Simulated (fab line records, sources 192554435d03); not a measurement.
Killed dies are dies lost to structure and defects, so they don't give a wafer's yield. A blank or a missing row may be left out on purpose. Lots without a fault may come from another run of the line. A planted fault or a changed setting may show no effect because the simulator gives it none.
Split-lot experiment | flow n5_finfet | 7 lots, 21 wafers read, on a route of 1938 steps

THE SPLIT
At N5_BEOL_M1_COAT_62 (time 60 s, resist thk 12 nm), the setting spin_rpm was moved away from the recipe's 1500 rpm on 5 of the 21 wafers read, by -7.5% to +6.7%. The other wafers ran this setting at the recipe's value.

FROM THE SPLIT TO THE READING: what the file shows between them, 5 steps
- N5_BEOL_M1_COAT_73: time 60 s, resist thk 5 nm
- N5_BEOL_M1_COAT_05: resist thk 30 nm
- N5_BEOL_M1_DESCUM_16: chemistry O2, time 7 s
- N5_BEOL_M1_ETCH_74: etches underlayer in N2/H2, target depth 6.5 nm, time 5.2 s
- N5_BEOL_M1_ETCH_63: etches SiARC in CF4, target depth 15.6 nm, time 26 s

THE READING
SiARC_of_BEOL_M1_COAT_62.thk_nm (the simulator's own value, which no gauge read), in nm, at N5_BEOL_M1_ETCH_64 (etches SOC in N2/H2, target depth 75 nm, overetch 15 nm, time 112.5 s). The file gives no usual value for it. The 16 wafers here that ran the recipe average 6.7 nm, standard deviation 0.12 nm.

wafer  | tool, chamber at the split | spin_rpm as run, rpm | against the recipe | SiARC_of_BEOL_M1_COAT_62.thk_nm, nm | against lot-mates on the recipe
L075.1 | litho_track-02, 0          | 1500                 | recipe             | 7                                   | -
L075.3 | litho_track-02, 0          | 1591                 | +6.1%              | 6.4                                 | -0.5
L075.6 | litho_track-02, 0          | 1500                 | recipe             | 6.8                                 | -
L076.4 | litho_track-03, 0          | 1500                 | recipe             | 6.6                                 | -
L076.5 | litho_track-03, 0          | 1500                 | recipe             | 6.6                                 | -
L076.6 | litho_track-03, 0          | 1500                 | recipe             | 6.6                                 | -
L084.1 | litho_track-03, 0          | 1387                 | -7.5%              | 7.2                                 | +0.4
L084.2 | litho_track-03, 0          | 1500                 | recipe             | 6.8                                 | -
L084.3 | litho_track-03, 0          | 1500                 | recipe             | 6.8                                 | -
L087.1 | litho_track-03, 0          | 1500                 | recipe             | 6.8                                 | -
L087.2 | litho_track-03, 0          | 1500                 | recipe             | 6.6                                 | -
L087.6 | litho_track-03, 0          | 1447                 | -3.5%              | 7                                   | +0.3
L090.1 | litho_track-02, 0          | 1601                 | +6.7%              | 6.2                                 | -0.6
L090.3 | litho_track-02, 0          | 1601                 | +6.7%              | 6.4                                 | -0.4
L090.6 | litho_track-02, 0          | 1500                 | recipe             | 6.8                                 | -
L092.2 | litho_track-03, 0          | 1500                 | recipe             | 6.6                                 | -
L092.3 | litho_track-03, 0          | 1500                 | recipe             | 6.8                                 | -
L092.6 | litho_track-03, 0          | 1500                 | recipe             | 6.8                                 | -
L097.1 | litho_track-02, 0          | 1500                 | recipe             | 6.8                                 | -
L097.5 | litho_track-02, 0          | 1500                 | recipe             | 6.6                                 | -
L097.6 | litho_track-02, 0          | 1500                 | recipe             | 6.8                                 | -

THE FIT
A straight line over all 21 wafers: SiARC_of_BEOL_M1_COAT_62.thk_nm changes by -0.0629 nm for each +1% of spin_rpm; r = -0.87; the points scatter about the line by 0.11 nm.
The same after taking each lot's own level away (the mean of its wafers on the recipe; 21 wafers): -0.0699 nm for each +1%; r = -0.93; scatter 0.085 nm.
On that fit, the largest move of spin_rpm shifts the reading by 0.53 nm.
The lots' own levels span 6.60 to 6.90 nm, that is 2.6 times the standard deviation above.
So the lot-to-lot level changes the slope: the two fits differ.
Check: with one of the wafers moved furthest among these (-7.5%) left out of the fit, the line predicts +0.587 nm for it against its lot-mates. It came out at +0.4 nm against them.

THE WHOLE CHAIN: every reading that the file lists as answering this split, in the file's order
step               | what it does                                                          | reading                                                                          | change (the file's fit)                | r (the file's)
N5_BEOL_M1_COAT_62 | time 60 s, resist thk 12 nm                                           | SiARC_of_BEOL_M1_COAT_62.thk_nm (the simulator's own value, which no gauge read) | -0.0683 nm for each +1% of the setting | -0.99
N5_BEOL_M1_ETCH_63 | etches SiARC in CF4, target depth 15.6 nm, time 26 s                  | etch.depth_nm (the simulator's own value, which no gauge read)                   | -0.0625 nm for each +1% of the setting | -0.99
N5_BEOL_M1_ETCH_64 | etches SOC in N2/H2, target depth 75 nm, overetch 15 nm, time 112.5 s | SiARC_of_BEOL_M1_COAT_62.thk_nm (the simulator's own value, which no gauge read) | -0.0692 nm for each +1% of the setting | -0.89

THE FILE'S OWN FIT
SiARC_of_BEOL_M1_COAT_62.thk_nm changes by -0.0692 nm for each +1% of spin_rpm, r = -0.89.
